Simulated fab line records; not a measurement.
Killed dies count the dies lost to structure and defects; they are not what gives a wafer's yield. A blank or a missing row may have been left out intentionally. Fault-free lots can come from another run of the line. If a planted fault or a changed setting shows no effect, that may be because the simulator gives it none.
Split-lot trial | flow n5Finfet | on a route of 1938 steps: 7 lots, 21 wafers read

## ABOUT THE SPLIT
At N5_BEOL_M14_ILD_DEP_00 (deposits SiO2 from TEOS/O2, target thk 1119.3 nm, time 237.4 s), the setting timeS was moved away from the recipe's 237.4 s on 4 of the 21 wafers read, by -13.8% to +14.0%. The other wafers ran this setting at the recipe's value.

The file shows no step between the split and the reading.

## THE READING
M14_ILD_THK in nanometres, read at N5_BEOL_M14_THK_MEAS_01. Fault-free wafers of this fab line usually give 1124 nm, standard deviation 17 nm.

wafer  | tool, chamber at the split | timeS as run, s | against the recipe | M14_ILD_THK, nm | against lot-mates on the recipe
L081.1 | pecvd-01, 1                | 237.4           | recipe             | 1127            | -
L081.2 | pecvd-01, 0                | 237.4           | recipe             | 1095            | -
L081.3 | pecvd-01, 2                | 237.4           | recipe             | 1119            | -
L084.2 | pecvd-01, 0                | 237.4           | recipe             | 1136            | -
L084.3 | pecvd-01, 1                | 204.7           | -13.8%             | 993             | -143
L084.6 | pecvd-01, 0                | 237.4           | recipe             | 1136            | -
L082.2 | pecvd-01, 2                | 237.4           | recipe             | 1110            | -
L082.4 | pecvd-01, 0                | 237.4           | recipe             | 1119            | -
L082.6 | pecvd-01, 2                | 237.4           | recipe             | 1126            | -
L087.1 | pecvd-01, 1                | 247.1           | +4.1%              | 1166            | +54
L087.2 | pecvd-01, 2,0              | 237.4           | recipe             | 1112            | -
L087.3 | pecvd-01, 2,0              | 237.4           | recipe             | 1112            | -
L090.2 | pecvd-01, 0                | 237.4           | recipe             | 1117            | -
L090.3 | pecvd-01, 2                | 237.4           | recipe             | 1114            | -
L090.5 | pecvd-01, 1                | 237.4           | recipe             | 1150            | -
L092.2 | pecvd-01, 1                | 237.4           | recipe             | 1119            | -
L092.4 | pecvd-01, 1                | 237.4           | recipe             | 1147            | -
L092.6 | pecvd-01, 0                | 257.7           | +8.6%              | 1234            | +101
L091.2 | pecvd-03, 0                | 237.4           | recipe             | 1122            | -
L091.3 | pecvd-03, 1                | 270.6           | +14.0%             | 1268            | +136
L091.6 | pecvd-03, 1                | 237.4           | recipe             | 1141            | -
Where a row lists several chambers, the file gives one row for several wafers and doesn't say which wafer went through which chamber.

THE FIT
A straight line over all 21 wafers: M14_ILD_THK changes by +10.3 nm for each +1% of timeS; r = +0.96; the points scatter about the line by 14 nm.
The same after taking each lot's own level away (the mean of its wafers on the recipe; 21 wafers): +10.4 nm for each +1%; r = +0.98; scatter 11 nm.
The reading moves by 1.5e+02 nm for the largest change in timeS, on that fit.
Measured against the standard deviation above, the lots' own levels, which go from 1112.0 to 1136.0 nm, span 1.4 times it.
The two slopes agree, so the slope changes little with the lot-to-lot level.
Check: +154 nm against its lot-mates is what the line predicts for one of the wafers moved furthest among these (+14.0%) when that wafer is left out of the fit. Against them it came out at +136 nm.

## THE OTHER SPLITS THESE WAFERS WENT THROUGH
These wafers also went through other splits before the reading. Each is held against what the fit with the lots' levels taken away leaves over:
other split on the same wafers  | wafers away from the commonest value | r with M14_ILD_THK (lot level and that fit taken away)
N5_BEOL_M12_STRIP_37 h2FlowSccm | 3                                    | +0.05
N5_BEOL_M13_PEB_26 pebTimeS     | 7                                    | -0.19
N5_BEOL_M13_ETCH_68 timeS       | 4                                    | +0.17

## THE WHOLE CHAIN: every reading that the file lists as answering this split, in the file's order
step                    | what it does                                                   | reading                                                                            | change (the file's fit)              | r (the file's)
N5_BEOL_M14_ILD_DEP_00  | deposits SiO2 from TEOS/O2, target thk 1119.3 nm, time 237.4 s | SiO2_of_BEOL_M14_ILD_DEP_00.thkNm (the simulator's own value, which no gauge read) | +10.5 nm for each +1% of the setting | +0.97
N5_BEOL_M14_THK_MEAS_01 |                                                                | M14_ILD_THK                                                                        | +10.5 for each +1% of the setting    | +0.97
N5_BEOL_M14_VIA_ETCH_16 | etches SiO2 in C4F8/O2/Ar, target depth 1231.3 nm              | etch.depthNm (the simulator's own value, which no gauge read)                      | +10.5 nm for each +1% of the setting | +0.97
N5_BEOL_M14_VIA_ETCH_16 | etches SiO2 in C4F8/O2/Ar, target depth 1231.3 nm              | coat_of_BEOL_M14_COAT_04.thkNm (the simulator's own value, which no gauge read)    | -2.71 nm for each +1% of the setting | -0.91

## THE FILE'S OWN FIT
M14_ILD_THK changes by +10.5 nm for each +1% of timeS, r = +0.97.
